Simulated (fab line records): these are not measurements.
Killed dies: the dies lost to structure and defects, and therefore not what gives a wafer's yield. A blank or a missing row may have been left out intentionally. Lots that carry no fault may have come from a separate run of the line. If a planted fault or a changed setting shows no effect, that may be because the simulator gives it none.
Chamber matching | flow n5Finfet | rieDiel-02 running N5_BEOL_M0_SAQP_STRIP_86: 4 sister chambers
The step strips in N2/H2. 4 wafers are shown with their chamber, then 10 later ones without.

WAFERS, EACH WITH ITS CHAMBER
wafer  | chamber | drypumpMotorCurrentA (A)
L083.6 | 3       | 4.7
L086.4 | 1       | 6.4
L086.5 | 0       | 5.8
L087.5 | 2       | 6.2

WAFERS WITHOUT THEIR CHAMBER
wafer  | drypumpMotorCurrentA (A)
L087.6 | 4.8
L089.3 | 6.1
L089.4 | 4.8
L089.6 | 6.4
L093.2 | 4.8
L093.3 | 6.4
L093.4 | 5.8
L097.1 | 4.7
L097.2 | 6.4
L097.5 | 5.8

WHICH CHAMBER EACH ONE RAN IN
wafer  | from the rows above | in truth
L087.6 | 3                   | 3
L089.3 | 2                   | 2
L089.4 | 3                   | 3
L089.6 | 1                   | 1
L093.2 | 3                   | 3
L093.3 | 1                   | 1
L093.4 | 0                   | 0
L097.1 | 3                   | 3
L097.2 | 1                   | 1
L097.5 | 0                   | 0
Correct placement for 10 of the 10. Can't be placed from these rows: 0. Placed wrongly: 0.
How it was worked out, from the rows above alone: a wafer's distance from a chamber is the root of the sum, over the readings, of the square of ((its reading less the chamber's mean) divided by the reading's scatter). The wafer belongs to the nearest chamber; if the next one is less than 2 further off, it can't be placed. A chamber's mean is the mean of its shown wafers. The scatter: with one shown wafer a chamber, the root of the mean of the squares of how far each hidden wafer lies from its nearest shown one.
